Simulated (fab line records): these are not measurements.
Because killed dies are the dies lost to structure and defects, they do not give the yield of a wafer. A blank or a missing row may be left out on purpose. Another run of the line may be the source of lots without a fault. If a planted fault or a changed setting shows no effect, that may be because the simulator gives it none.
Chamber matching / flow nand harc / pecvd-03 running NHARC_P_M1_DEP_33: 3 sister chambers
The step deposits SiCN, target thk 30 nm. 18 wafers are shown with their chamber, then 9 later ones without.

WAFERS, EACH WITH ITS CHAMBER
wafer=L083.4; chamber=1; heater power w (W)=616
wafer=L083.5; chamber=2; heater power w (W)=722
wafer=L083.6; chamber=0; heater power w (W)=520
wafer=L084.1; chamber=2; heater power w (W)=769
wafer=L084.4; chamber=2; heater power w (W)=761
wafer=L084.6; chamber=0; heater power w (W)=465
wafer=L085.2; chamber=0; heater power w (W)=535
wafer=L085.4; chamber=0; heater power w (W)=537
wafer=L085.6; chamber=2; heater power w (W)=737
wafer=L089.3; chamber=1; heater power w (W)=643
wafer=L089.4; chamber=1; heater power w (W)=657
wafer=L089.6; chamber=2; heater power w (W)=774
wafer=L090.1; chamber=0; heater power w (W)=492
wafer=L090.5; chamber=2; heater power w (W)=797
wafer=L090.6; chamber=0; heater power w (W)=493
wafer=L092.1; chamber=1; heater power w (W)=558
wafer=L092.5; chamber=1; heater power w (W)=560
wafer=L092.6; chamber=0; heater power w (W)=451

SIGNATURES (means of the wafers above)
reading=heater power w; chamber 0=499.00; chamber 1=606.80; chamber 2=760.00; scatter within a chamber=35.4
Rule: distance of a wafer from a chamber = root of the sum over the readings of ((wafer's reading minus chamber's mean) / reading's scatter) squared. The wafer belongs to the nearest chamber; if the next one is less than 2 further off, it can't be placed. The scatter: the root of (the sum of the squares of (reading less its chamber's mean) over the shown wafers, divided by (wafers less chambers)).

WAFERS WHOSE CHAMBER IS MISSING
wafer=L095.1; heater power w (W)=527
wafer=L095.5; heater power w (W)=656
wafer=L095.6; heater power w (W)=746
wafer=L094.2; heater power w (W)=579
wafer=L094.3; heater power w (W)=670
wafer=L094.6; heater power w (W)=582
wafer=L096.3; heater power w (W)=496
wafer=L096.4; heater power w (W)=614
wafer=L096.6; heater power w (W)=516

EACH ONE'S CHAMBER
wafer=L095.1; from the rows above=can't be placed: 0 or 1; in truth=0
wafer=L095.5; from the rows above=can't be placed: 1 or 2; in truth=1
wafer=L095.6; from the rows above=2; in truth=2
wafer=L094.2; from the rows above=can't be placed: 1 or 0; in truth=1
wafer=L094.3; from the rows above=can't be placed: 1 or 2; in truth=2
wafer=L094.6; from the rows above=can't be placed: 1 or 0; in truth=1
wafer=L096.3; from the rows above=0; in truth=0
wafer=L096.4; from the rows above=1; in truth=1
wafer=L096.6; from the rows above=0; in truth=0
Placed correctly: 4 of 9. Can't be placed from these rows: 5 (the true chamber is among the candidates in 5). Placed wrongly: 0.
